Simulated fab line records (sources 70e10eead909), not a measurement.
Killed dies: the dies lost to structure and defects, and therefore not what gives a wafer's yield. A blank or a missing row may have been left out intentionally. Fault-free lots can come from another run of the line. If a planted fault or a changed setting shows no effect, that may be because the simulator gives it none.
Which tool is to blame? / flow nandHarc / at 1 step of a route of 1302, 12 lots with 36 wafers sampled

WHAT EACH GAUGE READ, for each wafer
NHARC_A_CONTACT_CD_MEAS_42 targets a cd of 300 nm.
lot=L963; measured=day 22 00:21; on=cdSem-01; cdNm (nm)=300.4 300.2 300.7
lot=L964; measured=day 22 08:49; on=cdSem-02; cdNm (nm)=299.2 298.8 300.4
lot=L969; measured=day 24 10:21; on=cdSem-01; cdNm (nm)=298.8 299.2 300.0
lot=L971; measured=day 24 22:07; on=cdSem-01; cdNm (nm)=298.2 299.0 299.4
lot=L973; measured=day 25 16:52; on=cdSem-03; cdNm (nm)=299.7 299.2 300.1
lot=L974; measured=day 26 04:28; on=cdSem-02; cdNm (nm)=300.7 300.0 299.3
lot=L975; measured=day 26 05:01; on=cdSem-03; cdNm (nm)=299.3 300.7 300.7
lot=L976; measured=day 27 03:25; on=cdSem-02; cdNm (nm)=300.2 300.8 300.3
lot=L980; measured=day 29 06:38; on=cdSem-03; cdNm (nm)=300.6 298.8 300.7
lot=L981; measured=day 29 09:19; on=cdSem-01; cdNm (nm)=299.4 299.3 300.3
lot=L982; measured=day 30 02:16; on=cdSem-01; cdNm (nm)=300.1 299.6 299.9
lot=L985; measured=day 30 20:25; on=cdSem-03; cdNm (nm)=300.5 300.1 300.4

WHICH TOOL RAN EACH LOT (tool, then ch and the chambers of the sampled wafers, then the start)
The record shows no process step preceding these readings.

WHAT THE TOOLS THEMSELVES READ (means of the sampled wafers that have a number; where no wafer has one, the mark that the record gives instead)
The record holds no such reading with a usual standard deviation.

THE ANSWER, worked out from the rows above alone
Rule: what is usual is taken from the lots themselves. The widest of any qualifying gaps counts: lots, ordered by their means at a reading, are off when they make up no more than a third of the lots, leave a main group of 4 or more, and stand apart from it by 3 or more times the standard deviation of that group's means. Not used: any main group whose means are identical at the precision the tables above print for the reading. A lot without any number at a reading at which 4 lots or more have one is off too. All remaining lots with rows at the step are treated as sound. First the gauges in route order, then the tools' own readings, where a lot's mean is used as printed above. At the first step where some lot is off, the reading lying furthest off is the one used; lots without a number count as furthest.
None of the lots is off at any reading shown; this tells nothing.

WHAT THE SIMULATOR HAD INSERTED
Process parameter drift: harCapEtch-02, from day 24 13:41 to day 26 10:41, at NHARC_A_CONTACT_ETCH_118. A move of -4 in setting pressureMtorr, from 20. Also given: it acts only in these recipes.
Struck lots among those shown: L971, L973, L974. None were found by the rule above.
